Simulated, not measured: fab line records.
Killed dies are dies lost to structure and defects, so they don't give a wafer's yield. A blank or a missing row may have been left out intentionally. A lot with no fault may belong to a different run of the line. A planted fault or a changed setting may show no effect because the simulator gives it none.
fab line records -- flow nandHarc
[record] lots = 7, wafers = 21, lastDay = 32
route steps=1302 shown A_STAIRCASE@650 END@1302
lots that met no fault: taken from a fault-free run of the same line
startH: hours from the record's first day to the start of the lot's first wafer shown -- waitH: time in hours since the lot's previous step -- " unchanged from the row above -- L1.1+2: a single row standing in for several wafers -- - either no value or no given start -- * or withheld: withheld -- < > ~ a bound
route shown NAME@n: names a module that has steps shown in the file, with the first one's number in the route -- usual: mean/standard deviation taken from wafers without a fault -- same: alike in all rows -- chamber/n: place in a boat -- sites: each site's reading -- _std_site: the standard deviation of these -- _edge_site: inner sites' mean taken away from outer sites' mean -- radiusMm: for every site, how far away it sits from the centre of the wafer -- mask NAME#n: copy n -- behind: the most recent tool/chamber to have shaped the wafer -- hold: what put the lot on hold/how long, in hours/how the hold closed -- device: the n, p or np transistor that did not switch -- end of line: the tests these same wafers got at the end of their route -- a step without rows: its recipe alone -- killed: count of dies lost to structure and defects at first sort (not the wafer's yield) -- map: per-die view of a wafer (x killed, . not killed, _ where there is no die)
set.NAME: setting as actually run; set.NAME@STEP: the setting as run at that earlier step -- model.NAME: the simulator's own value behind a step, which no gauge read
a table for each step, a row for each wafer; lots at some steps of the route
services: when a tool's chamber went out of use (startH, in hours from the record's first day, below 0 if earlier), for how many hours, and the reason
[[steps]]
[step NHARC_A_STAIRCASE_DESCUM_168]
[recipe] timeS = 3, o2FlowSccm = 200, arFlowSccm = 0, biasPowerW = 0, chemistry = O2
[usual] drypumpMotorCurrentA = 5.6/0.51, o2FlowSccm = 200.1/0.63, oesProductAu = 1.002/0.016, rfVppV = 57.7/0.86, showerheadPlenumPTorr = 1.90/0.1, throttleValvePct = 11.311/0.0096
[same] timeS = 3
lot.wafer,tool,chamber,startH,waitH,drypumpMotorCurrentA,o2FlowSccm,oesProductAu,rfHoursCounterH,rfVppV,showerheadPlenumPTorr,throttleValvePct
L722.1,rieDiel-06,3,388.45,-,5.7,199.1,1.002,22,55.4,1.78,11.299
L722.6,rieDiel-06,2,388.45,-,5.5,201.0,0.991,-,57.3,1.89,11.299
L722.5,rieDiel-06,3,388.45,-,5.8,199.7,0.998,-,57.0,1.78,11.312
L725.1,rieDiel-11,1,411.66,-,4.9,201.0,0.980,49,58.0,1.77,11.311
L725.4,rieDiel-11,0,411.66,-,4.7,201.0,1.016,47,57.9,1.88,11.312
L725.6,rieDiel-11,2,411.66,-,5.9,201.1,1.002,-,57.4,1.90,11.301
L733.2,rieDiel-11,1,491.82,-,4.9,200.3,0.994,14,59.5,2.07,11.310
L733.3,rieDiel-11,3,491.82,-,5.5,199.4,1.012,21,57.6,1.87,11.306
L733.5,rieDiel-11,1,491.82,-,4.9,200.4,0.997,-,59.5,2.07,11.318
L735.2,rieDiel-01,0,514.04,-,5.8,199.5,1.020,39,57.5,1.97,11.296
L735.1,rieDiel-01,3,514.04,-,5.7,200.7,0.990,44,57.9,1.88,11.313
L735.6,rieDiel-01,1,514.04,-,5.2,199.9,0.987,-,57.1,2.06,11.314
L736.1,rieDiel-06,0,533.38,-,5.8,199.9,0.975,11,57.2,1.78,11.301
L736.2,rieDiel-06,1,533.38,-,6.0,200.1,1.015,15,58.1,2.07,11.310
L736.6,rieDiel-06,1,533.38,-,6.0,199.9,1.020,-,58.9,2.07,11.318
L740.1,rieDiel-06,2,557.63,-,5.5,200.1,1.033,24,57.9,1.87,11.318
L740.6,rieDiel-06,2,557.63,-,5.5,199.0,1.026,-,57.7,1.87,11.305
L740.4,rieDiel-06,0,557.63,-,5.8,199.0,0.985,-,57.0,1.78,11.302
L741.2,rieDiel-06,2,558.00,-,5.5,199.2,1.039,25,57.0,1.87,11.325
L741.1,rieDiel-06,0,558.00,-,5.8,200.6,0.987,23,57.4,1.78,11.325
L741.4,rieDiel-06,1,558.00,-,6.0,199.4,1.016,-,57.7,2.07,11.304
[step NHARC_A_STAIRCASE_ETCH_169]
[recipe] targetDepthA = 500, timeS = 107.1, ionEnergyEv = 120, ch3fFlowSccm = 50, o2FlowSccm = 30, arFlowSccm = 200, rfW = 500, biasW = 100, chemistry = CH3F/O2
[usual] drypumpMotorCurrentA = 5.6/0.5, o2FlowSccm = 30.00/0.092, oesProductAu = 0.962/0.022, rfVppV = 244.0/2, showerheadPlenumPTorr = 2.44/0.13, throttleValvePct = 20.664/0.0086
[same] timeS = 107.1
lot.wafer,tool,chamber,startH,waitH,drypumpMotorCurrentA,o2FlowSccm,oesProductAu,rfHoursCounterH,rfVppV,showerheadPlenumPTorr,throttleValvePct
L722.1,rieDiel-06,0,388.54,0.1,5.7,30.06,0.946,21,241.6,2.31,20.659
L722.6,rieDiel-06,3,388.54,0.1,5.7,30.14,0.943,-,243.0,2.30,20.666
L722.5,rieDiel-06,0,388.54,0.1,5.7,30.02,0.957,-,242.4,2.31,20.672
L725.4,rieDiel-11,3,411.77,0.1,5.5,29.85,0.951,49,243.9,2.41,20.655
L725.1,rieDiel-11,1,411.77,0.1,4.9,29.99,0.921,49,243.1,2.28,20.667
L725.6,rieDiel-11,0,411.77,0.1,4.7,29.91,0.962,-,242.9,2.41,20.666
L733.2,rieDiel-11,3,492.48,0.6,5.5,30.02,0.928,21,245.0,2.40,20.666
L733.3,rieDiel-11,0,492.48,0.6,4.7,30.03,0.925,21,243.2,2.40,20.650
L733.5,rieDiel-11,2,492.48,0.6,5.9,29.98,0.913,-,244.7,2.44,20.667
L735.1,rieDiel-01,0,514.13,0.1,5.8,29.87,0.975,39,245.9,2.53,20.662
L735.2,rieDiel-01,1,514.13,0.1,5.3,29.94,0.942,47,246.8,2.64,20.660
L735.6,rieDiel-01,3,514.13,0.1,5.7,29.96,0.952,-,244.6,2.42,20.676
L736.2,rieDiel-06,3,533.47,0.1,5.8,29.86,0.989,11,248.6,2.66,20.669
L736.1,rieDiel-06,1,533.47,0.1,6.0,30.09,0.967,15,248.0,2.65,20.664
L736.6,rieDiel-06,0,533.47,0.1,5.8,29.96,0.938,-,240.5,2.30,20.663
L740.1,rieDiel-06,1,557.76,0.1,6.0,29.93,0.988,25,246.4,2.65,20.669
L740.6,rieDiel-06,2,557.76,0.1,5.5,29.96,1.001,-,242.7,2.40,20.662
L740.4,rieDiel-06,0,557.76,0.1,5.7,30.06,0.956,-,240.8,2.29,20.670
L741.1,rieDiel-06,0,558.09,0.1,5.7,30.07,0.955,23,241.5,2.29,20.660
L741.2,rieDiel-06,2,558.09,0.1,5.5,29.95,1.002,25,243.8,2.40,20.681
L741.4,rieDiel-06,2,558.09,0.1,5.5,29.77,1.000,-,242.5,2.40,20.670
[step NHARC_A_STAIRCASE_ETCH_170]
[recipe] targetDepthA = 2000, timeS = 66.667, ionEnergyEv = 250, c4f6FlowSccm = 25, o2FlowSccm = 20, arFlowSccm = 500, rfW = 600, biasW = 500, chemistry = C4F6/O2
[usual] drypumpMotorCurrentA = 5.6/0.51, o2FlowSccm = 20.01/0.062, oesProductAu = 0.978/0.019, rfVppV = 546/4, showerheadPlenumPTorr = 3.90/0.19, throttleValvePct = 26.903/0.0095
[same] timeS = 66.667
lot.wafer,tool,chamber,startH,waitH,drypumpMotorCurrentA,o2FlowSccm,oesProductAu,rfHoursCounterH,rfVppV,showerheadPlenumPTorr,throttleValvePct
L722.1,rieDiel-06,3,-,-,5.7,20.08,0.968,22,542,3.68,26.898
L722.6,rieDiel-06,2,-,-,5.5,20.08,0.958,-,547,3.88,26.903
L722.5,rieDiel-06,3,-,-,5.7,19.99,0.965,-,542,3.68,26.894
L725.4,rieDiel-11,1,-,-,4.9,20.05,0.944,49,542,3.65,26.909
L725.1,rieDiel-11,2,-,-,5.9,20.02,0.980,45,546,3.91,26.894
L725.6,rieDiel-11,0,-,-,4.7,20.12,0.982,-,544,3.85,26.905
L733.3,rieDiel-11,2,-,-,5.9,20.10,0.934,19,545,3.89,26.898
L733.2,rieDiel-11,0,-,-,4.7,19.88,0.965,21,544,3.84,26.904
L733.5,rieDiel-11,2,-,-,6.0,20.10,0.942,-,547,3.89,26.908
L735.2,rieDiel-01,0,-,-,5.8,20.04,0.998,39,550,4.04,26.912
L735.1,rieDiel-01,3,-,-,5.8,20.03,0.969,44,546,3.86,26.896
L735.6,rieDiel-01,1,-,-,5.3,19.90,0.948,-,553,4.20,26.914
L736.1,rieDiel-06,2,-,-,5.5,19.94,1.009,14,546,3.85,26.902
L736.2,rieDiel-06,0,-,-,5.8,19.99,0.948,11,542,3.68,26.896
L736.6,rieDiel-06,2,-,-,5.6,20.03,1.004,-,546,3.85,26.897
L740.1,rieDiel-06,1,-,-,6.0,20.03,0.981,25,553,4.21,26.914
L740.4,rieDiel-06,0,-,-,5.8,20.06,0.948,-,541,3.67,26.895
L740.6,rieDiel-06,1,-,-,6.0,20.04,0.984,-,554,4.21,26.907
L741.2,rieDiel-06,2,-,-,5.5,20.01,1.019,25,545,3.84,26.892
L741.1,rieDiel-06,1,-,-,6.0,20.06,1.001,25,552,4.21,26.902
L741.4,rieDiel-06,2,-,-,5.5,20.05,1.006,-,545,3.84,26.900
[step NHARC_A_STAIRCASE_STRIP_171]
[recipe] powerW = 1500, tempC = 250, chemistry = O2
[usual] drypumpMotorCurrentA = 6.0/0.32, heaterPowerW = 326/34
lot.wafer,tool,chamber,startH,waitH,drypumpMotorCurrentA,heaterPowerW,rfHoursCounterH
L722.1,plasmaAsher-01,0,388.88,-,6.2,340,8
L722.5,plasmaAsher-01,0,388.88,-,6.2,347,-
L722.6,plasmaAsher-01,1,388.88,-,6.2,281,-
L725.1,plasmaAsher-02,1,412.05,-,5.9,344,30
L725.4,plasmaAsher-02,0,412.05,-,5.4,351,-
L725.6,plasmaAsher-02,0,412.05,-,5.4,361,-
L733.2,plasmaAsher-02,0,492.84,-,5.4,369,12
L733.3,plasmaAsher-02,0,492.84,-,5.4,361,-
L733.5,plasmaAsher-02,1,492.84,-,5.9,345,-
L735.1,plasmaAsher-02,0,514.35,-,5.4,360,16
L735.2,plasmaAsher-02,1,514.35,-,5.9,360,16
L735.6,plasmaAsher-02,0,514.35,-,5.4,360,-
L736.2,plasmaAsher-01,1,533.70,-,6.2,280,1
L736.1,plasmaAsher-01,0,533.70,-,6.2,323,1
L736.6,plasmaAsher-01,0,533.70,-,6.2,325,-
L740.1,plasmaAsher-02,0,557.99,-,5.4,373,23
L740.4,plasmaAsher-02,1,557.99,-,5.9,349,-
L740.6,plasmaAsher-02,0,557.99,-,5.4,356,-
L741.2,plasmaAsher-02,0,558.36,-,5.4,365,23
L741.1,plasmaAsher-02,1,558.36,-,5.9,352,23
L741.4,plasmaAsher-02,0,558.36,-,5.4,363,-
[step NHARC_A_STAIRCASE_STRIP_172]
[recipe] timeS = 900, tempC = 130, chemistry = SPM
[step NHARC_A_STAIRCASE_PRECLEAN_173]
[recipe] timeS = *, tempC = 50, bathAgeMin = 0, chemistry = SC1
[step NHARC_A_STAIRCASE_SRD_174]
[step NHARC_A_STAIRCASE_DEHYDRATE_01]
[recipe] tempC = 150, timeS = 120
[step NHARC_A_STAIRCASE_HMDS_02]
[recipe] timeS = 30
[step NHARC_A_STAIRCASE_COAT_03]
[recipe] spinRpm = 1200
[step NHARC_A_STAIRCASE_SOFTBAKE_04]
[recipe] tempC = 135, timeS = 170
[step NHARC_A_STAIRCASE_EBR_05]
[step NHARC_A_STAIRCASE_EXPOSE_06]
[recipe] na = 0.5, doseMj = 25.43, maskId = STAIR
lot.wafer,tool,chamber,startH,waitH,mask,model.A_STAIRCASE.overlayXNm
L722.1+5+6,krfScanner-03,0,390.02,-,STAIR#0,-0.1644
L725.1+4+6,krfScanner-02,0,413.13,-,STAIR#0,0.4397
L733.2+3+5,krfScanner-03,0,493.83,-,STAIR#0,68.35
L735.1+2+6,krfScanner-03,0,515.50,-,STAIR#0,72.71
L736.1+2+6,krfScanner-03,0,534.73,-,STAIR#0,77.7
L740.1+4+6,krfScanner-01,0,559.00,-,STAIR#0,-0.5095
L741.1+2+4,krfScanner-02,0,559.51,-,STAIR#0,10.18
[step NHARC_A_STAIRCASE_PEB_07]
[recipe] pebTempC = 115, pebTimeS = 130
[step NHARC_END_SORT_01]
[recipe] tempC = 25
[usual] killedAtArray = 54/12, killedAtOther = 0.7/1.1, killedAtPeriphery = 3.9/2.8, killedDies = 59/13, killedOpen = 3.4/2, killedShort = 2.5/1.7
[same] grossDies = 677
lot.wafer,tool,chamber,startH,waitH,killedAtArray,killedAtOther,killedAtPeriphery,killedDies,killedOpen,killedShort
L725.1,prober-02,0,622.67,2.5,46,0,5,51,3,3
L725.4,prober-02,0,625.05,3.4,54,0,1,55,5,8
L725.6,prober-02,0,626.63,4.0,47,1,3,51,2,2
L733.2,prober-02,0,699.65,2.8,40,0,1,41,2,1
L733.3,prober-02,0,700.44,3.1,44,0,1,45,1,1
L733.5,prober-02,0,702.02,3.7,55,1,4,60,3,3
L735.1,prober-02,0,727.25,2.4,44,1,5,50,3,5
L735.2,prober-02,0,728.05,2.8,53,3,1,57,0,4
L735.6,prober-02,0,731.25,4.0,64,3,5,72,3,1
L741.1,prober-01,0,769.31,2.6,47,0,0,47,4,0
L741.2,prober-01,0,770.12,2.9,46,0,1,47,4,3
L741.4,prober-01,0,771.74,3.5,43,0,1,44,2,2
// killed by level:class
L725.1 A_SLIT:chamberFilmFlake=19 A_CHANNEL_HOLE_D2:chamberFilmFlake=7 A_STAIRCASE:chamberFilmFlake=5 A_BONDPAD:chamberFilmFlake=4 A_CHANNEL_HOLE_D1:chamberFilmFlake=3 A_ONON_D1:geometricParticle:open=2 A_CONTACT:chamberFilmFlake=2 P_M0:geometricParticle:short=1
L725.4 A_SLIT:chamberFilmFlake=20 A_CHANNEL_HOLE_D2:chamberFilmFlake=9 A_STAIRCASE:chamberFilmFlake=6 A_M0:geometricParticle:short=3 A_BONDPAD:chamberFilmFlake=3 A_CONTACT:chamberFilmFlake=2 A_ONON_D1:geometricParticle:open=1 A_ONON_D2:geometricParticle:short=1
L725.6 A_SLIT:chamberFilmFlake=27 A_CHANNEL_HOLE_D2:chamberFilmFlake=7 A_STAIRCASE:chamberFilmFlake=5 A_CHANNEL_HOLE_D1:chamberFilmFlake=2 A_BONDPAD:chamberFilmFlake=2 P_CONTACT:geometricParticle:open=1 P_CONTACT:geometricParticle:short=1 A_ONON_D1:geometricParticle:open=1
L733.2 A_CHANNEL_HOLE_D2:chamberFilmFlake=14 A_CHANNEL_HOLE_D1:chamberFilmFlake=7 A_STAIRCASE:chamberFilmFlake=5 A_SLIT:chamberFilmFlake=5 A_WL_FILL:chamberFilmFlake=2 A_CONTACT:chamberFilmFlake=2 A_ONON_D2:geometricParticle:open=1 A_SGD_CUT:geometricParticle:short=1
L733.3 A_CHANNEL_HOLE_D2:chamberFilmFlake=17 A_CHANNEL_HOLE_D1:chamberFilmFlake=8 A_CONTACT:chamberFilmFlake=6 A_STAIRCASE:chamberFilmFlake=5 A_ZERO_WELL:chamberFilmFlake=2 A_BLC:chamberFilmFlake=2 A_WL_FILL:geometricParticle:short=1 A_WL_FILL:geometricParticle:open=1
L733.5 A_CHANNEL_HOLE_D2:chamberFilmFlake=23 A_STAIRCASE:chamberFilmFlake=9 A_CONTACT:chamberFilmFlake=6 A_CHANNEL_HOLE_D1:chamberFilmFlake=5 P_ZERO_WELL:chamberFilmFlake=2 A_DECK1_JOINT:chamberFilmFlake=2 A_BLC:chamberFilmFlake=2 P_M0:geometricParticle:open=1
L735.1 A_SLIT:chamberFilmFlake=23 A_CHANNEL_HOLE_D2:chamberFilmFlake=8 A_CHANNEL_FILL_D1:chamberFilmFlake=3 P_ZERO_WELL:chamberFilmFlake=2 P_M2:chamberFilmFlake=2 A_SOURCE_PLATE:geometricParticle:short=1 A_ONON_D2:geometricParticle:short=1 A_ONON_D2:geometricParticle:open=1
L735.2 A_SLIT:chamberFilmFlake=21 A_CHANNEL_HOLE_D2:chamberFilmFlake=17 A_CHANNEL_HOLE_D1:chamberFilmFlake=4 A_CHANNEL_FILL_D2:geometricParticle:short=2 A_CHANNEL_FILL_D1:chamberFilmFlake=2 A_CONTACT:chamberFilmFlake=2 A_M1:chamberFilmFlake=2 THIN_TSV:chamberFilmFlake=2
L735.6 A_CHANNEL_HOLE_D2:chamberFilmFlake=26 A_SLIT:chamberFilmFlake=25 THIN_TSV:chamberFilmFlake=3 A_CONTACT:chamberFilmFlake=3 P_STI:chamberFilmFlake=2 A_CHANNEL_HOLE_D1:chamberFilmFlake=2 A_WL_FILL:chamberFilmFlake=2 A_M1:chamberFilmFlake=2
L741.1 A_CHANNEL_HOLE_D2:chamberFilmFlake=24 A_SLIT:chamberFilmFlake=7 A_CONTACT:chamberFilmFlake=7 A_CHANNEL_FILL_D1:geometricParticle:open=2 A_STAIRCASE:chamberFilmFlake=2 A_ONON_D1:geometricParticle:open=1 A_M0:geometricParticle:open=1 A_CHANNEL_HOLE_D1:chamberFilmFlake=1
L741.2 A_CHANNEL_HOLE_D2:chamberFilmFlake=22 A_SLIT:chamberFilmFlake=10 A_WL_FILL:geometricParticle:open=4 A_CONTACT:chamberFilmFlake=3 A_DECK1_JOINT:chamberFilmFlake=2 A_BONDPAD:chamberFilmFlake=2 P_M0:geometricParticle:short=1 A_CHANNEL_FILL_D1:geometricParticle:short=1
L741.4 A_CHANNEL_HOLE_D2:chamberFilmFlake=24 A_SLIT:chamberFilmFlake=9 A_CONTACT:chamberFilmFlake=5 A_SOURCE_PLATE:geometricParticle:open=1 A_ONON_D1:geometricParticle:short=1 A_ONON_D2:geometricParticle:short=1 A_SGD_CUT:geometricParticle:open=1 P_GATE:chamberFilmFlake=1
[[services]]
tool,chamber,startH,hours,kind
rieDiel-06,0,365.20,-,clean
krfScanner-01,-,367.31,1.7,repair
krfScanner-03,-,369.52,0.4,repair
plasmaAsher-02,-,377.76,3.8,repair
rieDiel-01,-,382.14,9.0,pm
krfScanner-02,-,393.65,4.0,pm
plasmaAsher-02,-,398.39,0.3,repair
krfScanner-03,-,410.85,0.6,repair
krfScanner-03,-,416.15,4.0,pm
plasmaAsher-02,-,424.38,2.3,repair
plasmaAsher-02,-,426.76,9.0,pm
rieDiel-11,-,434.35,9.0,pm
rieDiel-01,0,441.28,19.2,repair
rieDiel-01,2,464.25,5.7,repair
rieDiel-06,0,471.24,7.3,repair
krfScanner-01,-,484.00,4.0,pm
rieDiel-06,-,484.20,9.0,pm
krfScanner-03,-,512.28,2.4,repair
krfScanner-01,-,514.71,0.2,repair
plasmaAsher-01,-,519.53,9.0,pm
krfScanner-01,-,524.20,0.6,repair
krfScanner-03,-,550.10,1.4,repair
krfScanner-02,-,556.03,1.5,repair
rieDiel-01,-,559.14,9.0,pm
[[key]]
firstSign none at tools or gauges
[modelEffect] step = NHARC_A_STAIRCASE_EXPOSE_06, value = A_STAIRCASE.overlayXNm, without = -6.243, struck = 72.92
metAt NHARC_A_STAIRCASE_EXPOSE_06
struckWafers L733.2,L733.3,L733.5,L735.1,L735.2,L735.6,L736.1,L736.2,L736.6
testerLeftOut L733,L735,L736
onsetBetween 390.02 493.83
[fault] kind = scannerMatchingOverlay, tool = krfScanner-03, chamber = -, onsetH = 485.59, steps = NHARC_A_STAIRCASE_EXPOSE_06, offset = 79.165
// testerLeftOut: of these lots the tester's yield and bins aren't shown, on N5 and GAA mostly nor the transistor test; their killed dies are dies lost to structure and defects alone, not to doping, threshold or leakage, so they don't give the yield
